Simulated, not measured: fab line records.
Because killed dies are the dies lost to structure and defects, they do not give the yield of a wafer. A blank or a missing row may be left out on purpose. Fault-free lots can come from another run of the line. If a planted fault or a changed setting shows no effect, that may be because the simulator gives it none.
Problem report, 8D (eight disciplines) form, completed by code || flow n5-finfet || the parts of the form that need people (team, actions taken, sign-off) are left out

1. PROBLEM STATEMENT
Mean of spin-speed-rpm at N5_FIN_SAQP_COAT_10: 1588.8 rpm across 6 wafers in 2 lots; on wafers with no fault it is 1499.8 rpm (standard deviation 1.1). That is +81 standard deviations from the usual mean.
The step: resist thk 90 nm.
The first sign was on wafer L530.1 at day 2 21:33, on litho-track-03. At this step, 30 wafers from 10 lots have a number in the record. Rule for "out" (also "out of limits"): further than 4 standard deviations from the usual mean. The other wafers with a number count as sound.

2. WHAT IT IS AND WHAT IT IS NOT
{"question": "which readings at this step", "is": "spin-speed-rpm", "is not": "-"}
{"question": "which lots", "is": "L530, L534", "is not": "L528, L529, L533, L539, L540, L547, L548, L549"}
{"question": "which wafers of those lots", "is": "all that have a number", "is not": "-"}
{"question": "read on which tools", "is": "litho-track-03", "is not": "litho-track-02, litho-track-05"}
{"question": "when", "is": "from day 2 21:33", "is not": "up to then (6 sound wafers); but 18 sound wafers of L533, L539, L540, L547, L548, L549 came after"}

3. SUSPECTS, AND WHAT RULES EACH OUT
Counting: a tool stays on the suspect list if, at a process step up to the reading, it processed all lots that are out and no sound lot following the first of them.
- litho-track-03 at N5_FIN_SAQP_COAT_10 (resist thk 90 nm): ruled out as a lasting fault. Following L530 (day 2 21:33), the first lot on it that is out, the sound lots L548 were run on it.
Left after counting: nothing in the record.

4. THE CAUSE (what the simulator had put in)
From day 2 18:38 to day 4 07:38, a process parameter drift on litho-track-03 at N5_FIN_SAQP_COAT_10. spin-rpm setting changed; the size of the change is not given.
Counting ruled it out, wrongly.

5. SEQUENCE OF EFFECTS, ordered by route
One row per reading whose mean, taken over the struck wafers that have a number, lies over 3 standard deviations from the usual. Only readings whose record carries a usual standard deviation are examined. hours: median over the lots of the time between each lot's start at the first step of this table that gives one and its start at this step. sigmas: the change, counted in usual standard deviations.
{"hours": 0, "step": "N5_FIN_SAQP_COAT_10", "reading": "spin-speed-rpm", "usual": "1499.8 rpm", "on struck wafers": 1588.8, "change": "+89.0", "sigmas": "+81"}
Its process steps:
- N5_FIN_SAQP_COAT_10: resist thk 90 nm.
Later measuring or inspecting steps at which every struck wafer that the step has a row for has a number for every such reading, and none has moved that far: N5_FIN_SAQP_OVL_MEAS_17, N5_BEOL_M4_RC_MEAS_101.

6. HOW IT WOULD HAVE BEEN CAUGHT EARLIER
In this record the first reading out of limits was taken at day 2 21:33, 3 hours after the fault began at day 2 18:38.
